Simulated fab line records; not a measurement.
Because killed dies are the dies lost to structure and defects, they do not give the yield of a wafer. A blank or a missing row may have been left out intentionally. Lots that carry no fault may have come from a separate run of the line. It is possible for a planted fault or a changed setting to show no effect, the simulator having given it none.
Chamber matching ; flow n5Finfet ; rieDiel-02 running N5_BEOL_M3_STRIP_19: 4 sister chambers
The step strips in O2. 8 wafers are shown with their chamber, then 8 later ones without.

== WAFERS PAIRED WITH THEIR CHAMBERS ==
wafer;chamber;showerheadPlenumPTorr (Torr);throttleValvePct (%)
L078.5;2;1.96;16.97
L080.1;2;1.96;16.96
L080.3;3;1.99;16.42
L080.4;0;2.15;16.33
L081.2;1;2.02;17.14
L081.3;0;2.15;16.34
L081.5;1;2.02;17.13
L087.2;3;1.98;16.45

== WAFERS WITH NO CHAMBER GIVEN ==
wafer;showerheadPlenumPTorr (Torr);throttleValvePct (%)
L087.3;2.21;16.54
L087.6;2.14;16.36
L089.2;2.21;16.54
L089.4;2.14;16.40
L089.6;2.21;16.55
L095.1;2.01;17.17
L095.2;2.14;16.39
L095.4;2.21;16.56

== THE CHAMBER EACH PASSED THROUGH ==
wafer;from the rows above;in truth
L087.3;0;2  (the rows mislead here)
L087.6;0;0
L089.2;0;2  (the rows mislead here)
L089.4;0;0
L089.6;0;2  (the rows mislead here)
L095.1;1;1
L095.2;0;0
L095.4;0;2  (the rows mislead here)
Placed correctly: 4 of 8. Number that these rows cannot place: 0. Wrongly placed: 4.
How it was worked out, from the rows above alone: a wafer's distance from a chamber is the root of the sum, over the readings, of the square of ((its reading less the chamber's mean) divided by the reading's scatter). The wafer belongs to the nearest chamber; if the next one is less than 2 further off, it can't be placed. The mean given for a chamber averages the wafers shown for that chamber. The scatter: the root of (the sum of the squares of (reading less its chamber's mean) over the shown wafers, divided by (wafers less chambers)).
